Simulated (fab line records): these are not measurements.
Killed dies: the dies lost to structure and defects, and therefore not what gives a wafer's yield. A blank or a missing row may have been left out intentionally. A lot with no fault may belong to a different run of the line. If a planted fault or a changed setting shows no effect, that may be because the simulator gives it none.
fab line records	flow nand-harc
record: lots: 13	wafers: 39	last-day: 33
route steps=1302 shown A_SLIT@923 A_WL_FILL@956 END@1302
lots untouched by any fault: they come from a run of this same line in which no faults occurred
start-h: hours from the record's first day to the start of the lot's first wafer shown	wait-h: hours elapsed since this lot's preceding step	" unchanged from the row above	L1.1+2: a row that stands for several wafers	- no value present, or no start provided	* or withheld: withheld	< > ~ a bound
route shown NAME@n: a module of which the file shows steps, and the number in the route of the first	usual: the fault-free wafers' mean and standard deviation	same: alike in all rows	chamber/n: place in a boat	sites: readings site by site	_std_site: the values' standard deviation	_edge_site: mean of outer sites minus mean of inner sites	radius-mm: for every site, how far away it sits from the centre of the wafer	mask NAME#n: copy n	behind: the most recent tool/chamber to have shaped the wafer	hold: reason for holding the lot/hours on hold/outcome of the hold	device: the transistor (n, p or np) that didn't switch	end of line: at the end of the route, the tests of the same wafers	where a step has no rows: the recipe by itself	killed: not the wafer's yield, but the dies lost to structure and defects at the first sort	map: per-die view of a wafer (x killed, . not killed, _ where there is no die)
set.NAME: setting as actually run; set.NAME@STEP: the setting as run at that earlier step	model.NAME: the simulator's own value behind a step, which no gauge read
one table for each step of the route and one row for each wafer, over a sample of lots
services: when a tool's chamber went out of use (start-h, in hours from the record's first day, below 0 if earlier), for how many hours, and the reason
== steps ==
step: NHARC_A_SLIT_DEP_00
recipe: target-thk-a: 62000	temp-c: 400	material: aC
usual: throttle-valve-pct: 35.000/0.0092
lot.wafer	tool	chamber	start-h	wait-h	throttle-valve-pct
L723.2	acl-dep-02	0	450.88	-	34.993
L723.3	"	0	"	"	34.981
L723.6	"	0	453.41	-	35.005
L724.4	acl-dep-02	0	460.82	-	35.009
L724.5	"	0	"	"	35.002
L724.6	"	0	"	"	35.005
L725.2	acl-dep-03	0	477.29	-	34.998
L725.3	"	0	"	"	34.997
L725.6	"	0	479.83	-	34.995
L726.2	acl-dep-01	0	477.50	-	34.993
L726.4	"	0	478.74	-	35.004
L726.5	"	0	"	"	35.003
L728.1	acl-dep-01	0	488.52	-	35.017
L728.4	"	0	490.36	-	35.002
L728.5	"	0	"	"	34.991
L727.1	acl-dep-02	0	488.85	-	35.016
L727.3	"	0	490.08	-	34.994
L727.6	"	0	491.92	-	34.996
L729.1	acl-dep-02	0	520.95	-	35.022
L729.2	"	0	"	"	34.995
L729.4	"	0	522.84	-	35.002
L730.2	acl-dep-03	0	521.75	2.4	34.988
L730.3	"	0	"	"	35.002
L730.4	"	0	"	"	34.997
L735.3	acl-dep-01	0	568.02	-	34.987
L735.5	"	0	569.27	-	34.981
L735.6	"	0	"	"	34.981
L743.1	acl-dep-02	0	640.07	-	35.001
L743.2	"	0	"	"	34.994
L743.3	"	0	"	"	35.007
L744.1	acl-dep-03	0	657.49	-	35.008
L744.3	"	0	658.74	-	34.993
L744.4	"	0	"	"	34.999
L746.1	acl-dep-01	0	671.31	-	34.999
L746.3	"	0	672.55	-	34.996
L746.4	"	0	"	"	34.995
L745.2	acl-dep-02	0	672.60	-	34.987
L745.4	"	0	673.85	-	34.986
L745.6	"	0	675.10	-	35.011
step: NHARC_A_WL_FILL_CVD_03
recipe: target-thk-a: 400	temp-c: 300	pressure-torr: 40	wf6-flow-sccm: 40	h2-flow-sccm: 1600	ar-flow-sccm: 1560	time-s: 279	material: W
usual: heater-power-w: 430/16	throttle-valve-pct: 7.9/0.32
lot.wafer	tool	chamber	start-h	wait-h	heater-power-w	throttle-valve-pct
L723.2	cvd-w-02	1	469.67	0.1	421	7.4
L723.3	"	1	"	"	407	7.6
L723.6	"	0	"	"	414	7.9
L724.4	cvd-w-02	1	477.88	0.4	402	7.6
L724.5	"	1	"	"	417	7.6
L724.6	"	1	"	"	427	7.7
L725.2	cvd-w-02	0	495.35	0.1	404	7.7
L725.3	"	0	"	"	417	7.7
L725.6	"	1	"	"	417	7.6
L726.2	cvd-w-01	1	495.46	0.1	458	8.2
L726.4	"	0	"	"	435	7.8
L726.5	"	0	"	"	427	8.0
L727.1	cvd-w-01	1	507.53	0.1	453	8.3
L727.3	"	1	"	"	464	8.1
L727.6	"	1	"	"	457	8.3
L728.1	cvd-w-02	1	507.62	0.1	422	7.5
L728.4	"	1	"	"	426	7.2
L728.5	"	0	"	"	412	7.5
L730.2	cvd-w-02	0	539.50	0.1	398	7.5
L730.3	"	0	"	"	408	7.7
L730.4	"	1	"	"	431	7.6
L729.1	cvd-w-01	1	539.55	0.1	462	8.5
L729.2	"	0	"	"	438	8.0
L729.4	"	0	"	"	437	7.8
L735.3	cvd-w-02	0	585.55	0.2	410	8.0
L735.5	"	1	"	"	425	7.8
L735.6	"	0	"	"	414	7.8
L743.2	cvd-w-02	1	658.50	0.1	450	7.6
L743.1	"	0	"	"	419	7.7
L743.3	"	1	"	"	456	7.9
L744.1	cvd-w-01	0	679.36	0.1	445	8.5
L744.4	"	0	"	"	438	8.1
L744.3	"	1	"	"	453	8.3
L745.2	cvd-w-01	1	689.90	0.1	443	8.3
L745.4	"	1	"	"	447	8.4
L745.6	"	1	"	"	450	8.0
L746.1	cvd-w-02	1	690.07	0.1	438	7.7
L746.3	"	0	"	"	420	7.4
L746.4	"	1	"	"	445	7.7
step: NHARC_A_WL_FILL_ETCHBACK_26
recipe: target-depth-a: 520	time-s: 13.3	hbr-flow-sccm: 150	rf-w: 350	icp-w: 350	bias-w: 60	chemistry: HBr
usual: drypump-motor-current-A: 5.8/0.32	oes-product-au: 1.000/0.0063	run-length-s: 34.53/0.27	throttle-valve-pct: 23.265/0.0084
lot.wafer	tool	chamber	start-h	wait-h	drypump-motor-current-A	oes-product-au	rf-hours-counter-h	run-length-s	throttle-valve-pct
L723.3	rie-si-03	1	491.86	0.4	5.4	0.996	0.5	34.38	23.264
L723.2	"	3	"	"	5.9	0.998	0.6	35.39	23.276
L723.6	"	1	"	"	5.4	0.991	-	34.41	23.277
L724.4	rie-si-01	3	494.12	0.4	6.3	0.998	0.9	34.60	23.264
L724.6	"	0	"	"	5.6	0.992	-	34.64	23.263
L724.5	"	1	"	"	5.6	0.992	-	34.15	23.269
L725.3	rie-si-03	1	511.46	0.4	5.3	1.009	0.6	34.35	23.270
L725.2	"	3	"	"	5.9	0.994	0.7	35.07	23.268
L725.6	"	2	"	"	5.7	0.997	-	34.37	23.258
L726.4	rie-si-05	2	511.48	0.4	6.2	0.999	0.0	34.28	23.269
L726.2	"	3	"	"	5.6	1.001	0.1	34.99	23.269
L726.5	"	2	"	"	6.2	1.001	-	34.27	23.271
L728.4	rie-si-03	2	525.26	0.4	5.7	1.006	0.7	34.35	23.266
L728.1	"	3	"	"	5.9	1.001	0.8	34.94	23.254
L728.5	"	2	"	"	5.7	1.008	-	34.37	23.264
L727.1	rie-si-01	2	525.28	0.4	5.4	0.997	1.4	34.45	23.270
L727.3	"	0	"	"	5.6	0.997	1.0	34.66	23.266
L727.6	"	1	"	"	5.7	0.996	-	34.12	23.257
L729.2	rie-si-05	2	555.57	0.4	6.2	0.995	0.3	34.76	23.244
L729.1	"	3	"	"	5.6	1.007	0.3	34.56	23.277
L729.4	"	0	"	"	6.3	1.004	0.4	34.21	23.261
L730.3	rie-si-03	1	555.57	0.4	5.3	1.002	0.9	34.62	23.254
L730.4	"	2	"	"	5.6	0.999	1.0	34.51	23.256
L730.2	"	3	"	"	5.8	0.989	1.0	34.90	23.259
L735.3	rie-si-05	2	604.09	0.4	6.2	1.011	0.7	34.64	23.261
L735.5	"	3	"	"	5.6	1.006	-	34.73	23.256
L735.6	"	0	"	"	6.3	1.001	-	26.83	23.258
L743.3	rie-si-03	3	676.28	0.4	5.9	0.994	0.6	34.97	23.272
L743.2	"	0	"	"	6.1	0.995	0.7	34.83	23.257
L743.1	"	1	"	"	5.3	0.994	0.7	34.31	23.262
L744.1	rie-si-05	2	695.47	0.4	6.2	1.004	0.1	34.75	23.259
L744.4	"	3	"	"	5.6	0.996	0.0	35.03	23.269
L744.3	"	0	"	"	6.3	0.997	0.1	34.37	23.259
L745.4	rie-si-01	0	707.44	0.4	5.6	0.996	0.9	34.44	23.261
L745.2	"	2	"	"	5.4	0.984	1.0	34.42	23.261
L745.6	"	1	"	"	5.6	0.994	-	34.29	23.263
L746.4	rie-si-05	1	707.45	0.4	5.7	1.011	0.1	34.31	23.279
L746.1	"	2	"	"	6.2	1.012	0.1	34.26	23.263
L746.3	"	3	"	"	5.6	1.006	0.1	34.61	23.263
step: NHARC_A_WL_FILL_CVD_20
recipe: target-thk-a: 1000	temp-c: 400	pressure-torr: 40	wf6-flow-sccm: 40	h2-flow-sccm: 1600	ar-flow-sccm: 1560	time-s: 74	material: W
usual: heater-power-w: 769/28	throttle-valve-pct: 7.9/0.31
lot.wafer	tool	chamber	start-h	wait-h	heater-power-w	throttle-valve-pct
L723.2	cvd-w-02	0	-	-	719	7.7
L723.3	"	1	"	"	750	7.7
L723.6	"	0	"	"	728	7.6
L724.4	cvd-w-01	1	-	-	818	8.2
L724.5	"	0	"	"	777	7.8
L724.6	"	1	"	"	813	8.1
L725.2	cvd-w-01	1	-	-	783	8.3
L725.3	"	1	"	"	818	8.5
L725.6	"	0	"	"	789	7.9
L726.2	cvd-w-02	1	-	-	750	7.6
L726.4	"	0	"	"	745	7.8
L726.5	"	1	"	"	762	7.6
L727.1	cvd-w-01	0	-	-	765	8.0
L727.3	"	1	"	"	821	8.5
L727.6	"	1	"	"	813	8.5
L728.1	cvd-w-02	0	-	-	731	7.5
L728.4	"	0	"	"	739	7.7
L728.5	"	0	"	"	733	7.5
L729.1	cvd-w-02	0	-	-	718	7.7
L729.2	"	1	"	"	750	7.5
L729.4	"	0	"	"	732	7.8
L730.2	cvd-w-02	1	-	-	750	7.7
L730.3	"	0	"	"	717	7.9
L730.4	"	1	"	"	742	7.6
L735.3	cvd-w-02	0	-	-	727	7.9
L735.5	"	1	"	"	741	7.4
L735.6	"	0	"	"	755	8.0
L743.1	cvd-w-01	0	-	-	782	8.2
L743.2	"	1	"	"	802	8.2
L743.3	"	0	"	"	778	8.1
L744.1	cvd-w-02	1	-	-	795	7.6
L744.4	"	0	"	"	753	7.3
L744.3	"	1	"	"	818	7.9
L745.2	cvd-w-01	1	-	-	821	8.1
L745.4	"	0	"	"	801	8.3
L745.6	"	0	"	"	766	8.3
L746.1	cvd-w-02	0	-	-	752	7.4
L746.3	"	1	"	"	783	8.1
L746.4	"	0	"	"	752	7.6
step: NHARC_END_SORT_01
recipe: temp-c: 25
usual: killed-at-array: 55/17	killed-at-other: 1.1/1.4	killed-at-periphery: 3.9/3	killed-dies: 59/17	killed-open: 3.5/2	killed-short: 2.6/1.6
same: gross-dies: 677
lot.wafer	tool	chamber	start-h	wait-h	hold	killed-at-array	killed-at-other	killed-at-periphery	killed-dies	killed-open	killed-short
L735.3	prober-02	0	683.77	3.1	await-dispo/2.5h/release	66	1	3	70	2	4
L735.5	prober-02	0	685.37	3.7	await-dispo/2.5h/release	65	1	6	72	6	4
L735.6	prober-02	0	686.18	4.0	await-dispo/2.5h/release	672	2	3	677	5	4
killed by level:class
L735.3 A_SLIT:chamber-film-flake=28 A_CHANNEL_HOLE_D2:chamber-film-flake=17 A_STAIRCASE:chamber-film-flake=5 A_CONTACT:chamber-film-flake=5 A_CHANNEL_HOLE_D1:chamber-film-flake=3 A_WL_FILL:chamber-film-flake=2 P_M0:geometric-particle:open=1 A_ONON_D1:geometric-particle:open=1
L735.5 A_SLIT:chamber-film-flake=27 A_CHANNEL_HOLE_D2:chamber-film-flake=12 A_CHANNEL_HOLE_D1:chamber-film-flake=8 A_CONTACT:chamber-film-flake=4 A_BONDPAD:chamber-film-flake=4 A_DECK1_JOINT:geometric-particle:open=2 A_ONON_D2:geometric-particle:short=2 P_M1:chamber-film-flake=2
L735.6 A_WL_FILL:area-etchback=601 A_SLIT:chamber-film-flake=29 A_CHANNEL_HOLE_D2:chamber-film-flake=11 A_CHANNEL_HOLE_D1:chamber-film-flake=7 A_CONTACT:chamber-film-flake=6 A_STAIRCASE:chamber-film-flake=4 A_CHANNEL_FILL_D2:chamber-film-flake=3 A_WL_FILL:chamber-film-flake=3
== services ==
tool	chamber	start-h	hours	kind
rie-si-03	-	442.70	1.8	repair
cvd-w-02	-	450.16	13.0	pm
cvd-w-02	0	450.16	13.0	vent-cycle
cvd-w-02	1	450.16	13.0	vent-cycle
cvd-w-02	0	463.16	-	clean
cvd-w-02	1	463.16	-	clean
rie-si-05	-	465.56	23.0	repair
cvd-w-02	0	477.22	6.7	repair
acl-dep-03	-	484.85	13.0	pm
rie-si-01	3	487.95	2.8	repair
cvd-w-02	-	508.39	1.4	repair
acl-dep-02	-	527.12	2.5	repair
rie-si-05	3	533.68	8.7	repair
cvd-w-01	-	547.00	13.0	pm
rie-si-01	-	547.00	9.0	pm
acl-dep-01	-	551.26	13.0	pm
rie-si-03	-	575.00	9.0	pm
acl-dep-02	-	610.81	13.0	pm
cvd-w-02	-	627.90	1.6	repair
cvd-w-02	-	631.16	13.0	pm
cvd-w-02	0	631.16	13.0	vent-cycle
rie-si-05	3	662.86	4.3	repair
rie-si-05	-	665.52	9.0	pm
acl-dep-03	-	665.88	13.0	pm
== key ==
first-sign: step: NHARC_A_WL_FILL_ETCHBACK_26	reading: run-length-s	direction: down	sigmas: 28	usual: *	struck: *
effect: step: NHARC_END_SORT_01	reading: killed-at-array	direction: up	sigmas: 37	usual: 55	struck: 672
more-kills-born-at: NHARC_A_WL_FILL_ETCHBACK_26@rie-si-05: 601
met-at NHARC_A_WL_FILL_ETCHBACK_26
struck-lots L735
struck-wafers L735.6
later-rows-left-out L735.6
tester-left-out L735
not-acting-at NHARC_A_SLIT_DEP_00,NHARC_A_WL_FILL_CVD_03,NHARC_A_WL_FILL_CVD_20
onset-between 555.57 604.09
fault: kind: process-parameter-drift	tool: rie-si-05	chamber: 0	onset-h: 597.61	steps: NHARC_A_WL_FILL_ETCHBACK_26	channel: time-s	offset: *	shape: step	end-h: 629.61	acts-in: *	stated: *
tester-left-out: of these lots the tester's yield and bins aren't shown, on N5 and GAA mostly nor the transistor test; their killed dies are dies lost to structure and defects alone, not to doping, threshold or leakage, so they don't give the yield
later-rows-left-out: the simulator's readings of these wafers behind a module that went badly wrong aren't trusted and aren't shown, but for the sort
